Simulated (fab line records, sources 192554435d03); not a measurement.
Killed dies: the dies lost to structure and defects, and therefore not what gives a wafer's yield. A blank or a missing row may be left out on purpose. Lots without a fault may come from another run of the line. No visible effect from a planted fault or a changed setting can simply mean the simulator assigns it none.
8D (eight disciplines) problem report, filled in by code -- flow n5-finfet -- the parts of the form that need people (team, actions taken, sign-off) are left out
Where a reading is given only as a bound, like >300, the bound stands for it, and a mean or a difference that rests on one is marked > or <: the true number lies beyond.

1. WHAT IS WRONG
N5_BEOL_M0_SAQP_INSPECT_42, raw-defect-count: mean 880 over 1 wafer from 1 lot; wafers with no fault: 286, standard deviation 82. Relative to the usual mean, that is a shift of +7.2 standard deviations.
The step: inspects for defects (brightfield).
First observed at day 7 02:46: wafer L970.6, on defect-inspect-01. Wafers with a number at this step in the record: 24, from 8 lots. The rule behind "out" and "out of limits": a value lying over 4 standard deviations away from the usual mean. Any other wafer with a number is counted as sound.

2. WHAT IT IS, AND WHAT IT ISN'T
question,is,is not
which readings at this step,raw-defect-count,-
which lots,L970,"L965, L968, L980, L981, L982, L983, L985"
which wafers of those lots,L970.6,"L970.3, L970.5"
read on which gauges,defect-inspect-01,defect-inspect-02
when,from day 7 02:46,"up to then (8 sound wafers); but 15 sound wafers of L980, L981, L982, L983, L985 came after"

3. WHAT RULES OUT EACH SUSPECT
Counting: if a tool at a process step up to the reading ran every lot that is out, it stays a suspect. Sound lots after the first of them don't rule it out here, since some wafers of a struck lot are sound.
- the gauge at N5_BEOL_M0_SAQP_INSPECT_42 has been ruled out. All the wafers that are out were read on defect-inspect-01, but those of them that N5_BEOL_M0_CUTY_INSPECT_59 has rows for are out there too, on other tools.
- rie-diel-05 at N5_BEOL_M0_SAQP_DESCUM_19 (chemistry O2, time 7.9 s): kept. It processed L970, the lot that is out, at day 6 21:18, and its most recent sound lot before then was L968 at day 6 07:49.
- rie-diel-03 at N5_BEOL_M0_SAQP_SPACER1_ETCHBACK_99 (etches SiO2 in CHF3/O2, target depth 15.4 nm, time 7.7 s): kept. It processed L970, the lot that is out, at day 6 23:16, and its most recent sound lot before then was L965 at day 6 03:42.
- Within rie-diel-05 at N5_BEOL_M0_SAQP_DESCUM_19: the wafers that are out ran in chamber 1; their sound lot-mates ran in chambers 0, 2.
- Within rie-diel-03 at N5_BEOL_M0_SAQP_SPACER1_ETCHBACK_99: the wafers that are out ran in chamber 0; their sound lot-mates ran in chambers 1, 3.
The count leaves rie-diel-03 at N5_BEOL_M0_SAQP_SPACER1_ETCHBACK_99 and rie-diel-05 at N5_BEOL_M0_SAQP_DESCUM_19.

4. THE CAUSE (what the simulator had put in)
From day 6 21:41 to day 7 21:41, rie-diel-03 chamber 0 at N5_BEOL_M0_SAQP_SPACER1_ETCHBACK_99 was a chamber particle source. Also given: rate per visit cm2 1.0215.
2 suspects survive the count, and this tool is in that group.

5. THE CHAIN OF EFFECTS, in route order
Rows list readings where the struck wafers' mean (over those with a number) sits beyond 3 standard deviations from the usual. Scope: only readings with a usual standard deviation given in the record; hours: median across lots of the time from each lot's start at the first step in this table that gives one to its start at this step; sigmas: change in usual standard deviations.
hours,step,reading,usual,on struck wafers,change,sigmas
0,N5_BEOL_M0_SAQP_INSPECT_42,raw-defect-count,286,880,+594,+7.2
2,N5_BEOL_M0_CUTY_INSPECT_59,raw-defect-count,2.1,>300,>+298,+99 or more
218,N5_PASSIVATION_PROBE_49,defect-limited-yield,91.2 %,85.7,-5.5,-4.2
218,N5_PASSIVATION_PROBE_49,killed_at_M0_to_M3,34,84,+50,+5.4
218,N5_PASSIVATION_PROBE_49,killed-dies,104,169,+65,+4.3
218,N5_PASSIVATION_PROBE_49,killed-on-rim,14,31,+17,+4.6
218,N5_PASSIVATION_PROBE_49,sort_bin_5_function,5.2 %,9.5,+4.3,+4.9
218,N5_PASSIVATION_PROBE_49,sort-n-pass,1076,1011,-65,-4.3
218,N5_PASSIVATION_PROBE_49,sort-yield-pct,91.2 %,85.7,-5.5,-4.2
Process steps it contains:
- N5_PASSIVATION_PROBE_49
Later steps that measure or inspect, where all struck wafers having a row at the step show a number for every such reading and not one has moved that far: N5_BEOL_M4_RC_MEAS_101.

6. HOW IT WOULD HAVE BEEN CAUGHT EARLIER
5 hours passed between the start of the fault at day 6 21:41 and the first reading out of limits at a measuring or inspecting step in this record, taken at day 7 02:46.
Tool readings at N5_BEOL_M0_SAQP_SPACER1_ETCHBACK_99 with a usual standard deviation given in the record: none out on any struck wafer, hence no alarm at a limit of 4 standard deviations on them.
The start of N5_BEOL_M0_SAQP_SPACER1_ETCHBACK_99 on rie-diel-03 came by day 7 02:46 for every one of the lots that are out (1). None of them would have been spared by holding the tool at that moment.
